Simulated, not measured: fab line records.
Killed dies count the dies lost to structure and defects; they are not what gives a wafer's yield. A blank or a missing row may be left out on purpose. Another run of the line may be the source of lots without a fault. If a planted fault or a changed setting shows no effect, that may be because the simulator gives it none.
The tool behind it: which one?	flow nand_harc	13 lots, 39 wafers sampled, at 6 steps of a route of 1302

WHAT EACH GAUGE READ, for each wafer
NHARC_A_DECK1_JOINT_INSPECT_05.
lot	measured	on	raw_defect_count
L796	day 13 03:58	defect_inspect-02	321 357 364
L798	day 13 11:57	defect_inspect-02	198 108 111
L799	day 13 19:06	defect_inspect-02	259 254 134
L801	day 14 17:03	defect_inspect-02	287 208 357
L800	day 14 17:03	defect_inspect-01	593 507 360
L802	day 15 14:25	defect_inspect-01	312 103 180
L806	day 17 03:53	defect_inspect-02	384 259 187
L808	day 17 13:14	defect_inspect-02	148 362 224
L809	day 18 19:24	defect_inspect-01	233 217 309
L810	day 19 00:56	defect_inspect-01	327 325 292
L813	day 19 13:46	defect_inspect-02	471 393 310
L817	day 21 19:07	defect_inspect-01	369 289 311
L818	day 22 02:53	defect_inspect-02	264 182 171

NHARC_A_ONON_D2_THK_MEAS_02: measures by ellipsometry.
lot	measured	on	thk_nm (nm)
L796	day 13 04:32	film_metro-01	1002 1002 1002
L798	day 13 12:31	film_metro-02	996 996 996
L799	day 13 19:41	film_metro-02	995 997 996
L801	day 14 17:38	film_metro-02	988 987 989
L800	day 14 17:38	film_metro-01	1001 1002 1001
L802	day 15 14:59	film_metro-01	1001 1002 1002
L806	day 17 04:28	film_metro-01	1000 999 1000
L808	day 17 13:49	film_metro-01	1007 1004 1004
L809	day 18 19:59	film_metro-02	1011 1010 1012
L810	day 19 01:31	film_metro-02	998 1001 999
L813	day 19 14:20	film_metro-01	1002 1003 1003
L817	day 21 19:41	film_metro-02	1009 1011 1010
L818	day 22 03:28	film_metro-01	1000 1000 998

NHARC_A_ONON_D2_THK_MEAS_18: measures by ellipsometry.
lot	measured	on	thk_nm (nm)
L796	day 13 15:08	film_metro-01	999 1000 999
L798	day 13 22:54	film_metro-01	979 980 979
L799	day 14 05:58	film_metro-01	1011 1012 1012
L801	day 15 05:07	film_metro-01	1006 1007 1006
L800	day 15 05:07	film_metro-02	995 995 994
L802	day 16 00:38	film_metro-02	1003 1001 1002
L806	day 17 14:52	film_metro-01	1003 1000 1002
L808	day 18 00:21	film_metro-01	1010 1009 1010
L809	day 19 05:56	film_metro-01	1009 1008 445
L810	day 19 11:25	film_metro-01	988 990 425
L813	day 20 00:20	film_metro-01	984 983 981
L817	day 22 05:20	film_metro-02	1021 1020 1021
L818	day 22 13:06	film_metro-02	1009 1010 1008

NHARC_END_SORT_01.
lot	measured	on	killed_at_array	killed_at_other	killed_at_periphery	killed_dies	killed_open	killed_short
L809	day 30 13:25	prober-01	40 38 670	0 0 0	4 7 7	44 45 677	4 3 5	1 0 6
L810	day 31 22:25	prober-01	46 51 674	1 0 0	2 5 3	49 56 677	4 3 6	2 4 2

EACH LOT AND THE TOOL THAT RAN IT (in order: tool; ch and the chambers of the sampled wafers; start)
lot	NHARC_A_CHANNEL_FILL_D1_ETCHBACK_20	NHARC_A_ONON_D2_DEP_16
L796	rie_diel-13 ch 0,1,2, day 10 16:22	pecvd_onon-01 ch 0, day 13 14:38
L798	rie_diel-09 ch 0,1, day 11 00:20	pecvd_onon-01 ch 0, day 13 22:23
L799	rie_diel-04 ch 1,2,3, day 11 07:32	pecvd_onon-01 ch 0, day 14 05:28
L801	rie_diel-09 ch 0,1,2, day 12 08:04	pecvd_onon-01 ch 0, day 15 04:37
L800	rie_diel-13 ch 1,2,3, day 12 08:05	pecvd_onon-04 ch 0, day 15 04:37
L802	rie_diel-13 ch 0,1,3, day 13 02:56	pecvd_onon-01 ch 0, day 16 00:14
L806	rie_diel-13 ch 1,3, day 14 17:05	pecvd_onon-03 ch 0, day 17 14:21
L808	rie_diel-04 ch 2,3, day 15 02:19	pecvd_onon-01 ch 0, day 17 23:50
L809	rie_diel-13 ch 0,2,3, day 16 10:38	pecvd_onon-01 ch 0, day 19 05:28
L810	rie_diel-04 ch 1,2,3, day 16 16:10	pecvd_onon-01 ch 0, day 19 10:58
L813	rie_diel-04 ch 2,3, day 17 01:49	pecvd_onon-04 ch 0, day 19 23:50
L817	rie_diel-04 ch 1,2,3, day 19 08:23	pecvd_onon-03 ch 0, day 22 04:50
L818	rie_diel-13 ch 0,1,3, day 19 16:04	pecvd_onon-01 ch 0, day 22 12:35
- NHARC_A_CHANNEL_FILL_D1_ETCHBACK_20: etches the open film in C4F8/O2/Ar, target depth 27 nm, time 13.5 s.
- NHARC_A_ONON_D2_DEP_16: target thk 1000 nm.

WHAT THE TOOLS THEMSELVES READ (means of the sampled wafers that have a number; where no wafer has one, the mark that the record gives instead)
NHARC_A_CHANNEL_FILL_D1_ETCHBACK_20.
lot	tool	oes_product_au (a.u.)	rf_vpp_V (V)
L796	rie_diel-13	0.99	980
L798	rie_diel-09	1.00	978
L799	rie_diel-04	1.00	980
L801	rie_diel-09	0.93	980
L800	rie_diel-13	0.92	981
L802	rie_diel-13	0.92	977
L806	rie_diel-13	0.99	977
L808	rie_diel-04	0.93	978
L809	rie_diel-13	1.01	981
L810	rie_diel-04	1.01	981
L813	rie_diel-04	1.01	981
L817	rie_diel-04	0.96	981
L818	rie_diel-13	0.92	977

NHARC_A_ONON_D2_DEP_16.
lot	tool	sih4_flow_sccm (sccm)
L796	pecvd_onon-01	210.2
L798	pecvd_onon-01	210.7
L799	pecvd_onon-01	210.5
L801	pecvd_onon-01	209.8
L800	pecvd_onon-04	209.7
L802	pecvd_onon-01	210.0
L806	pecvd_onon-03	210.1
L808	pecvd_onon-01	210.0
L809	pecvd_onon-01	210.2
L810	pecvd_onon-01	210.0
L813	pecvd_onon-04	209.6
L817	pecvd_onon-03	209.7
L818	pecvd_onon-01	210.1

THE ANSWER, worked out from the rows above alone
Rule: what is usual is taken from the lots themselves. Put in order of their means at a reading, lots are off if they are a third of the lots or fewer, leave a main group of 4 or more, and stand apart from it by a gap of 3 or more times the standard deviation of the main group's means; of several such gaps the widest counts. Not used: any main group whose means are identical at the precision the tables above print for the reading. Also off: a lot with no number at a reading for which 4 or more lots have one. Where the step has rows for the other lots, those lots are counted as sound. Order of review: gauges by route order, followed by the tools' own readings, for which a lot's mean as printed above is used. At the first step where some lot is off, the reading lying furthest off is the one used; lots without a number count as furthest.
Off: L809, L810 (NHARC_A_ONON_D2_THK_MEAS_18, thk_nm). For the main group the mean is 1002 nm and the standard deviation 12.
If a tool, at a process step before that reading, ran all the lots that are off and no sound lot after the first of them, it fits. Those tools and the gauges at NHARC_A_ONON_D2_THK_MEAS_18 are tried in the same way. Not one of the candidates tried fits.

WHAT THE SIMULATOR HAD PUT IN
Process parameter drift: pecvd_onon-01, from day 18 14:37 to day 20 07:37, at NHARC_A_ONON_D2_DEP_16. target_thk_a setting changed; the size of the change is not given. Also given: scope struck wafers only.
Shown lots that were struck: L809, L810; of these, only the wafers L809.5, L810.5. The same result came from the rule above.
